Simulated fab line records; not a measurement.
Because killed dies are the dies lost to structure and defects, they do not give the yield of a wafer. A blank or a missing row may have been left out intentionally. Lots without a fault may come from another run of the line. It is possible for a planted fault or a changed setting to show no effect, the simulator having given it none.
Matching of chambers    flow nandHarc    rieDiel-05 running NHARC_P_CONTACT_STRIP_28: 4 sister chambers
The step strips in O2. 4 wafers are shown with their chamber, then 9 later ones without.

## WAFERS PAIRED WITH THEIR CHAMBERS
wafer   chamber  drypumpMotorCurrentA (A)
L082.4  2        5.5
L088.4  0        5.5
L088.5  3        6.0
L088.6  1        5.2

## WAFERS WITH NO CHAMBER GIVEN
wafer   drypumpMotorCurrentA (A)
L090.1  5.5
L090.2  6.0
L090.6  5.5
L091.1  6.0
L091.2  5.2
L091.3  5.4
L094.2  5.5
L094.3  5.2
L094.5  5.4

## WHICH CHAMBER EACH ONE RAN IN
wafer   from the rows above      in truth
L090.1  can't be placed: 0 or 2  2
L090.2  3                        3
L090.6  can't be placed: 0 or 2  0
L091.1  3                        3
L091.2  1                        1
L091.3  can't be placed: 0 or 2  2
L094.2  can't be placed: 0 or 2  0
L094.3  1                        1
L094.5  can't be placed: 0 or 2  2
4 of 9 placed correctly. These rows do not allow placing 5 (true chamber among the candidates in 5). Number placed wrongly: 0.
How it was worked out, from the rows above alone: a wafer's distance from a chamber is the root of the sum, over the readings, of the square of ((its reading less the chamber's mean) divided by the reading's scatter). If the next closest chamber is less than 2 further off than the closest, the wafer can't be placed; otherwise it belongs to the closest. A chamber's mean is the mean of its shown wafers. The scatter: root of mean squared gap, hidden wafer to nearest shown wafer, with one shown wafer a chamber.
